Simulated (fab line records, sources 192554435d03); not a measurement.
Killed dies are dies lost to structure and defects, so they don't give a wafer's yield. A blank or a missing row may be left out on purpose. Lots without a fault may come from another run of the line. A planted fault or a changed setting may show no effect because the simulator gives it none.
Chamber matching | flow n5_finfet | N5_BEOL_M9_STRIP_67 on rie_diel-01: 4 sister chambers
The step strips in CF4. 16 wafers are shown with their chamber, then 8 later ones without.

WAFERS WITH THEIR CHAMBER
wafer  | chamber | throttle_valve_pct (%) | drypump_motor_current_A (A) | oes_product_au (a.u.)
L074.3 | 2       | 13.73                  | 6.3                         | 0.73
L074.5 | 3       | 13.65                  | 5.8                         | 0.73
L074.6 | 2       | 13.73                  | 6.2                         | 0.74
L076.3 | 3       | 13.67                  | 5.8                         | 0.72
L076.4 | 2       | 13.73                  | 6.3                         | 0.73
L076.6 | 0       | 13.55                  | 5.3                         | 0.96
L081.2 | 2       | 13.75                  | 6.3                         | 0.72
L081.5 | 1       | 13.22                  | 6.0                         | 0.86
L081.6 | 0       | 13.56                  | 5.3                         | 0.93
L083.3 | 0       | 13.57                  | 5.2                         | 0.92
L083.4 | 2       | 13.77                  | 6.2                         | 0.72
L083.5 | 3       | 13.67                  | 5.8                         | 0.72
L086.2 | 3       | 13.68                  | 5.8                         | 0.71
L086.3 | 0       | 13.57                  | 5.3                         | 0.92
L086.5 | 0       | 13.58                  | 5.3                         | 0.91
L085.2 | 3       | 13.69                  | 5.8                         | 0.72

SIGNATURES (means of the wafers above)
reading                 | chamber 0 | chamber 1 | chamber 2 | chamber 3 | scatter within a chamber
throttle_valve_pct      | 13.5660   | 13.2200   | 13.7420   | 13.6720   | 0.0149
drypump_motor_current_A | 5.280     | 6.000     | 6.260     | 5.800     | 0.0408
oes_product_au          | 0.9280    | 0.8600    | 0.7280    | 0.7200    | 0.0128
Rule: a wafer's distance from a chamber is the root of the sum, over the readings, of the square of ((its reading less the chamber's mean) divided by the reading's scatter). The wafer belongs to the nearest chamber; if the next one is less than 2 further off, it can't be placed. The scatter: the root of (the sum of the squares of (reading less its chamber's mean) over the shown wafers, divided by (wafers less chambers)).

WAFERS WITHOUT THEIR CHAMBER
wafer  | throttle_valve_pct (%) | drypump_motor_current_A (A) | oes_product_au (a.u.)
L085.4 | 13.57                  | 5.3                         | 0.92
L085.5 | 13.23                  | 6.0                         | 0.84
L091.1 | 13.81                  | 6.3                         | 0.70
L091.2 | 13.27                  | 6.0                         | 0.83
L091.6 | 13.62                  | 5.3                         | 0.89
L095.2 | 13.82                  | 6.3                         | 0.70
L095.3 | 13.72                  | 5.8                         | 0.70
L095.5 | 13.64                  | 5.3                         | 0.88

WHICH CHAMBER EACH WENT THROUGH
wafer  | from the rows above | in truth
L085.4 | 0                   | 0
L085.5 | 1                   | 1
L091.1 | 2                   | 2
L091.2 | 1                   | 1
L091.6 | 0                   | 0
L095.2 | 2                   | 2
L095.3 | 3                   | 3
L095.5 | 0                   | 0
Placed correctly: 8 of 8. Can't be placed from these rows: 0. Placed wrongly: 0.
